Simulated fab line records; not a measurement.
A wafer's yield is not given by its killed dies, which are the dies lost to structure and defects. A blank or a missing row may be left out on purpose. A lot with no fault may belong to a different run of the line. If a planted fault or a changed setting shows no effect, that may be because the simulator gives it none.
Matching of chambers :: flow n5Finfet :: pecvd-04 running N5_BEOL_M11_DEP_56: 3 sister chambers
The step deposits SiCN from 3MS/NH3, target thk 30 nm, time 10.5 s. 6 wafers are shown with their chamber, then 9 later ones without.

WAFERS, EACH WITH ITS CHAMBER
wafer: L090.3
chamber: 0
throttleValvePct (%): 18.5
showerheadPlenumPTorr (Torr): 4.158

wafer: L090.4
chamber: 2
throttleValvePct (%): 18.3
showerheadPlenumPTorr (Torr): 4.178

wafer: L090.5
chamber: 1
throttleValvePct (%): 20.5
showerheadPlenumPTorr (Torr): 4.197

wafer: L093.1
chamber: 1
throttleValvePct (%): 20.1
showerheadPlenumPTorr (Torr): 4.195

wafer: L093.2
chamber: 0
throttleValvePct (%): 18.1
showerheadPlenumPTorr (Torr): 4.146

wafer: L093.3
chamber: 2
throttleValvePct (%): 18.1
showerheadPlenumPTorr (Torr): 4.182

WAFERS MISSING THEIR CHAMBER
wafer: L095.1
throttleValvePct (%): 18.0
showerheadPlenumPTorr (Torr): 4.178

wafer: L095.2
throttleValvePct (%): 20.2
showerheadPlenumPTorr (Torr): 4.198

wafer: L095.3
throttleValvePct (%): 18.0
showerheadPlenumPTorr (Torr): 4.145

wafer: L097.1
throttleValvePct (%): 18.0
showerheadPlenumPTorr (Torr): 4.172

wafer: L097.3
throttleValvePct (%): 20.3
showerheadPlenumPTorr (Torr): 4.177

wafer: L097.6
throttleValvePct (%): 18.5
showerheadPlenumPTorr (Torr): 4.152

wafer: L094.2
throttleValvePct (%): 17.8
showerheadPlenumPTorr (Torr): 4.177

wafer: L094.4
throttleValvePct (%): 18.0
showerheadPlenumPTorr (Torr): 4.168

wafer: L094.5
throttleValvePct (%): 20.2
showerheadPlenumPTorr (Torr): 4.187

THE CHAMBER EACH PASSED THROUGH
wafer: L095.1
from the rows above: 2
in truth: 2

wafer: L095.2
from the rows above: 1
in truth: 1

wafer: L095.3
from the rows above: 0
in truth: 0

wafer: L097.1
from the rows above: 2
in truth: 2

wafer: L097.3
from the rows above: 1
in truth: 1

wafer: L097.6
from the rows above: 0
in truth: 0

wafer: L094.2
from the rows above: 2
in truth: 2

wafer: L094.4
from the rows above: can't be placed: 2 or 0
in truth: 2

wafer: L094.5
from the rows above: 1
in truth: 1
Correctly placed: 8 of 9. Unplaceable from these rows: 1, with the true chamber sitting among the candidates in 1. Placed wrongly: 0.
How it was worked out, from the rows above alone: a wafer's distance from a chamber is the root of the sum, over the readings, of the square of ((its reading less the chamber's mean) divided by the reading's scatter). If the next closest chamber is less than 2 further off than the closest, the wafer can't be placed; otherwise it belongs to the closest. Each chamber's mean is taken over the wafers shown for it. The scatter: the root of (the sum of the squares of (reading less its chamber's mean) over the shown wafers, divided by (wafers less chambers)).
